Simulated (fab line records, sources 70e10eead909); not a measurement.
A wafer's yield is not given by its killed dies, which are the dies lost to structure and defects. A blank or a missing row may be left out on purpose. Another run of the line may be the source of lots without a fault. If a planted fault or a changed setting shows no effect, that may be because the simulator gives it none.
Which tool is to blame? + flow nand harc + 6 lots with 18 wafers sampled at 2 steps, on a route of 1159 steps

WHAT THE GAUGES SHOWED, per wafer
NHARC_A_M1_CD_MEAS_16.
| lot  | measured     | on        | cd nm (nm)        |
|------|--------------|-----------|-------------------|
| L886 | day 18 03:53 | cd sem-03 | 120.5 121.6 120.1 |
| L887 | day 18 08:53 | cd sem-01 | 119.9 121.6 120.5 |
| L892 | day 19 12:45 | cd sem-01 | 120.3 120.2 119.4 |
| L895 | day 20 22:04 | cd sem-02 | 120.8 118.5 120.3 |
| L898 | day 21 12:26 | cd sem-01 | 118.4 118.8 119.4 |
| L900 | day 22 08:08 | cd sem-03 | 119.7 118.7 120.0 |

EACH LOT AND THE TOOL THAT RAN IT (in order: tool; ch and the chambers of the sampled wafers; start)
| lot  | NHARC_A_M0_PRE_CLEAN_31         |
|------|---------------------------------|
| L886 | pecvd-01 ch 0,2, day 18 02:07   |
| L887 | pecvd-02 ch 0,1,2, day 18 07:11 |
| L892 | pecvd-02 ch 0,1, day 19 10:56   |
| L895 | pecvd-02 ch 0,1,2, day 20 20:18 |
| L898 | pecvd-01 ch 0,2, day 21 10:38   |
| L900 | pecvd-01 ch 0,1,2, day 22 06:20 |
- NHARC_A_M0_PRE_CLEAN_31: time 12 s.

THE ANSWER, worked out from the rows above alone
Rule: usual is defined by the lots themselves. Put in order of their means at a reading, lots are off if they are a third of the lots or fewer, leave a main group of 4 or more, and stand apart from it by a gap of 3 or more times the standard deviation of the main group's means; of several such gaps the widest counts. A main group whose means are all the same, to the digits that the tables above print for the reading, isn't used. A lot without any number at a reading at which 4 lots or more have one is off too. All remaining lots with rows at the step are treated as sound.
Nothing can be told from this: no lot is off at any reading shown.

WHAT THE SIMULATOR PUT IN
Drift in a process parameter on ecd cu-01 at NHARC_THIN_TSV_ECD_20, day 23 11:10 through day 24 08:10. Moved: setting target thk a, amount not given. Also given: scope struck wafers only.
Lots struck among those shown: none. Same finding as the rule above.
